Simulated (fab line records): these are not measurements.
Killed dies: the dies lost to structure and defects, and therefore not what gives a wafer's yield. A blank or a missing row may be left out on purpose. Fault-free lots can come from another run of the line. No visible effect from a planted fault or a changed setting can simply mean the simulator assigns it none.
Matching of chambers | flow n5Finfet | 4 sister chambers for N5_HKMG_FIN_HK_ALD_01 on aldHk-02
The step deposits HfO2, target thk 1.6 nm, pulse time 3 s, purge time 3 s. 4 wafers are shown with their chamber, then 7 later ones without.

WAFERS WITH THEIR CHAMBER
wafer  | chamber | precursorPulseHeightRel
L084.1 | 1       | 0.992
L087.1 | 3       | 0.996
L093.1 | 0       | 0.987
L093.3 | 2       | 0.968

WAFERS WHOSE CHAMBER IS MISSING
wafer  | precursorPulseHeightRel
L093.6 | 1.016
L094.1 | 1.023
L094.3 | 0.983
L094.4 | 1.011
L097.2 | 1.021
L097.3 | 1.024
L097.6 | 0.990

WHICH CHAMBER EACH ONE RAN IN
wafer  | from the rows above               | in truth
L093.6 | can't be placed: 3 or 1 or 0 or 2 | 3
L094.1 | can't be placed: 3 or 1 or 0 or 2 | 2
L094.3 | can't be placed: 0 or 1 or 3 or 2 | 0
L094.4 | can't be placed: 3 or 1 or 0 or 2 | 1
L097.2 | can't be placed: 3 or 1 or 0 or 2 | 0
L097.3 | can't be placed: 3 or 1 or 0 or 2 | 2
L097.6 | can't be placed: 1 or 0 or 3 or 2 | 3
0 of 7 placed correctly. Can't be placed from these rows: 7 (the true chamber is among the candidates in 7). Number placed wrongly: 0.
How it was worked out, from the rows above alone: a wafer's distance from a chamber is the root of the sum, over the readings, of the square of ((its reading less the chamber's mean) divided by the reading's scatter). The wafer belongs to the nearest chamber; if the next one is less than 2 further off, it can't be placed. Each chamber's mean is taken over the wafers shown for it. The scatter: root of mean squared gap, hidden wafer to nearest shown wafer, with one shown wafer a chamber.
